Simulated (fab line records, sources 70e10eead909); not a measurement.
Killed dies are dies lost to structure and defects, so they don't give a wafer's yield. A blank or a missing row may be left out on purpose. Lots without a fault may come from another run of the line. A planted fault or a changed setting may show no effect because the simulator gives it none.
Which tool did it? | flow nand_harc | 12 lots, 36 wafers sampled, at 5 steps of a route of 1159

WHAT THE GAUGES READ, wafer by wafer
NHARC_END_SORT_01. Usual: killed_at_array 25, standard deviation 9.2; killed_at_other 0.9, standard deviation 1.3; killed_at_periphery 3.3, standard deviation 2.3; killed_dies 29, standard deviation 9.6; killed_open 3.2, standard deviation 1.8; killed_short 2, standard deviation 1.4.
lot  | measured     | on        | killed_at_array | killed_at_other | killed_at_periphery | killed_dies | killed_open | killed_short | flag
L790 | day 20 22:08 | prober-02 | 50 36 28        | 3 1 2           | 5 3 647             | 58 40 677   | 7 4 1       | 1 0 3        | OFF
L791 | day 21 18:38 | prober-02 | 29 23 23        | 1 1 0           | 647 3 654           | 677 27 677  | 4 2 4       | 3 1 1        | OFF

WHICH TOOL RAN EACH LOT (tool, then ch and the chambers of the sampled wafers, then the start)
lot  | NHARC_P_STI_HDPCVD_20         | NHARC_A_BONDPAD_PVD_27                  | NHARC_A_BONDPAD_ANNEAL_28        | NHARC_THIN_TSV_DEGAS_49
L782 | hdpcvd-01 ch 0,1, day 3 01:40 | pvd_sputter-01, day 18 04:04 or earlier | rtp_anneal-02 ch 0, day 18 04:04 | pvd_sputter-01, day 18 22:38
L781 | hdpcvd-01 ch 0,1, day 3 02:09 | pvd_sputter-01, day 17 22:54 or earlier | rtp_anneal-01 ch 0, day 17 22:54 | pvd_sputter-03, day 18 16:26
L783 | hdpcvd-01 ch 1, day 3 14:17   | pvd_sputter-02, day 18 15:29 or earlier | rtp_anneal-02 ch 0, day 18 15:29 | pvd_sputter-03, day 19 10:25
L784 | hdpcvd-01 ch 0,1, day 3 14:46 | pvd_sputter-01, day 18 10:52 or earlier | rtp_anneal-02 ch 0, day 18 10:52 | pvd_sputter-02, day 19 04:58
L785 | hdpcvd-01 ch 1, day 4 01:19   | pvd_sputter-03, day 18 15:07 or earlier | rtp_anneal-02 ch 0, day 18 15:07 | pvd_sputter-02, day 19 06:10
L786 | hdpcvd-01 ch 0,1, day 4 01:43 | pvd_sputter-01, day 18 11:28 or earlier | rtp_anneal-01 ch 0, day 18 11:28 | pvd_sputter-03, day 19 03:57
L787 | hdpcvd-01 ch 0,1, day 4 12:24 | pvd_sputter-03, day 19 14:53 or earlier | rtp_anneal-01 ch 0, day 19 14:53 | pvd_sputter-01, day 20 07:25
L790 | hdpcvd-01 ch 0,1, day 5 02:52 | pvd_sputter-03, day 19 18:56 or earlier | rtp_anneal-02 ch 0, day 19 18:56 | pvd_sputter-01, day 20 08:52
L791 | hdpcvd-01 ch 0,1, day 5 10:52 | pvd_sputter-01, day 20 12:58 or earlier | rtp_anneal-01 ch 0, day 20 12:58 | pvd_sputter-03, day 21 05:19
L802 | hdpcvd-01 ch 0,1, day 8 05:25 | pvd_sputter-03, day 23 09:02 or earlier | rtp_anneal-02 ch 0, day 23 09:02 | pvd_sputter-02, day 24 03:45
L803 | hdpcvd-01 ch 0,1, day 8 06:08 | pvd_sputter-02, day 23 07:58 or earlier | rtp_anneal-01 ch 0, day 23 07:58 | pvd_sputter-03, day 23 21:53
L804 | hdpcvd-01 ch 0,1, day 8 17:19 | pvd_sputter-02, day 23 20:39 or earlier | rtp_anneal-02 ch 0, day 23 20:39 | pvd_sputter-02, day 24 13:16
- NHARC_P_STI_HDPCVD_20: deposits SiO2.
- NHARC_A_BONDPAD_PVD_27: deposits Cu, target thk 30 nm, time 20.49 s.
- NHARC_A_BONDPAD_ANNEAL_28: time 90 s.
- NHARC_THIN_TSV_DEGAS_49: time 120 s.

WHAT THE TOOLS THEMSELVES READ (means of the sampled wafers that have a number; where no wafer has one, the mark that the record gives instead)
NHARC_A_BONDPAD_PVD_27. Usual: substrate_temp_c 30.01 C, standard deviation 0.1; throttle_valve_pct 30.3 %, standard deviation 0.81.
lot  | tool           | substrate_temp_c (C) | throttle_valve_pct (%) | flag
L782 | pvd_sputter-01 | 30.13                | 30.0                   |
L781 | pvd_sputter-01 | 29.94                | 30.8                   |
L783 | pvd_sputter-02 | 30.10                | 29.7                   |
L784 | pvd_sputter-01 | 30.08                | 30.1                   |
L785 | pvd_sputter-03 | 29.91                | 30.1                   |
L786 | pvd_sputter-01 | 29.99                | 31.0                   |
L787 | pvd_sputter-03 | 29.94                | 30.2                   |
L790 | pvd_sputter-03 | 30.06                | 30.6                   |
L791 | pvd_sputter-01 | 30.01                | 30.0                   |
L802 | pvd_sputter-03 | 30.00                | 30.3                   |
L803 | pvd_sputter-02 | 29.90                | 30.0                   |
L804 | pvd_sputter-02 | 30.03                | 30.4                   |

NHARC_A_BONDPAD_ANNEAL_28. Usual: wafer_temp_C_max 226.3, standard deviation 0.33.
lot  | tool          | wafer_temp_C_max | flag
L782 | rtp_anneal-02 | 226.2            |
L781 | rtp_anneal-01 | 225.9            |
L783 | rtp_anneal-02 | 226.5            |
L784 | rtp_anneal-02 | 226.6            |
L785 | rtp_anneal-02 | 226.6            |
L786 | rtp_anneal-01 | 226.0            |
L787 | rtp_anneal-01 | 226.2            |
L790 | rtp_anneal-02 | 226.2            |
L791 | rtp_anneal-01 | 226.1            |
L802 | rtp_anneal-02 | 226.5            |
L803 | rtp_anneal-01 | 226.1            |
L804 | rtp_anneal-02 | 226.3            |

NHARC_THIN_TSV_DEGAS_49. Usual: heater_power_w 451 W, standard deviation 38.
lot  | tool           | heater_power_w (W) | flag
L782 | pvd_sputter-01 | 449                |
L781 | pvd_sputter-03 | 462                |
L783 | pvd_sputter-03 | 491                |
L784 | pvd_sputter-02 | 398                |
L785 | pvd_sputter-02 | 427                |
L786 | pvd_sputter-03 | 488                |
L787 | pvd_sputter-01 | 467                |
L790 | pvd_sputter-01 | 446                |
L791 | pvd_sputter-03 | 487                |
L802 | pvd_sputter-02 | 415                |
L803 | pvd_sputter-03 | 469                |
L804 | pvd_sputter-02 | 424                |

THE ANSWER, worked out from the rows above alone
Rule: a lot is off if the mean of its wafers that have a number lies more than 3 standard deviations from the usual mean. A lot without any number at a reading at which 4 lots or more have one is off too. The other lots that the step has rows for count as sound. The gauges are gone through in route order, then the tools' own readings, and for those a lot's mean is taken as printed above. The first step at which some lot is off is used, and at that step the reading that is off furthest; a lot without a number counts as furthest.
Off: L790, L791, at NHARC_END_SORT_01 (killed_at_periphery). Neither off nor sound, because the step has no rows for them: L782, L781, L783, L784, L785, L786, L787, L802, L803, L804.
A tool fits if, at a process step before that reading, it ran every lot that is off, and no sound lot after the first of them. The gauges at NHARC_END_SORT_01 are tried like those tools. NHARC_A_BONDPAD_PVD_27 gives no start for some lots, so the hours and the order of its lots are those of NHARC_A_BONDPAD_ANNEAL_28. Can't be told from this: 2 tools fit, hdpcvd-01 at NHARC_P_STI_HDPCVD_20, prober-02 at NHARC_END_SORT_01.

WHAT THE SIMULATOR HAD PUT IN
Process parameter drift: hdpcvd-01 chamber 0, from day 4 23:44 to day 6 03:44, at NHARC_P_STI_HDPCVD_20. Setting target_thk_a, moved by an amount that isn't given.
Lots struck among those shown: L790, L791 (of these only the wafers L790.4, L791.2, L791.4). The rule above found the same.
